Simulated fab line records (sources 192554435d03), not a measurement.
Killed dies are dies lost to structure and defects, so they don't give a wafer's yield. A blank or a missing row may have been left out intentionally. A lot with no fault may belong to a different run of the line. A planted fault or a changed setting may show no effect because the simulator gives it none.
Matching of chambers	flow n5_finfet	4 sister chambers for N5_GATE_CUT_ETCH_58 on rie_diel-03
The step etches SiNx in CH3F/O2, target depth 17 nm, time 128.6 s. 4 wafers are shown with their chamber, then 7 later ones without.

## WAFERS WITH THEIR CHAMBER
wafer	chamber	showerhead_plenum_p_Torr (Torr)
L600.6	2	2.07
L608.3	1	1.91
L617.2	0	2.07
L617.4	3	1.96

## WAFERS WITHOUT THEIR CHAMBER
wafer	showerhead_plenum_p_Torr (Torr)
L617.5	2.06
L618.3	1.96
L618.5	2.07
L618.6	1.96
L619.1	2.05
L619.4	1.90
L619.5	2.07

## EACH ONE'S CHAMBER
wafer	from the rows above	in truth
L617.5	can't be placed: 0 or 2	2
L618.3	3	3
L618.5	can't be placed: 0 or 2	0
L618.6	3	3
L619.1	can't be placed: 0 or 2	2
L619.4	1	1
L619.5	can't be placed: 0 or 2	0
Placed correctly: 3 of 7. Cannot be placed on the basis of these rows: 4; the candidates contain the true chamber in 4. Wrongly placed: 0.
How it was worked out, from the rows above alone: a wafer's distance from a chamber is the root of the sum, over the readings, of the square of ((its reading less the chamber's mean) divided by the reading's scatter). The wafer belongs to the nearest chamber; if the next one is less than 2 further off, it can't be placed. For every chamber, the mean is computed from those of its wafers that are shown. The scatter: with one shown wafer a chamber, the root of the mean of the squares of how far each hidden wafer lies from its nearest shown one.
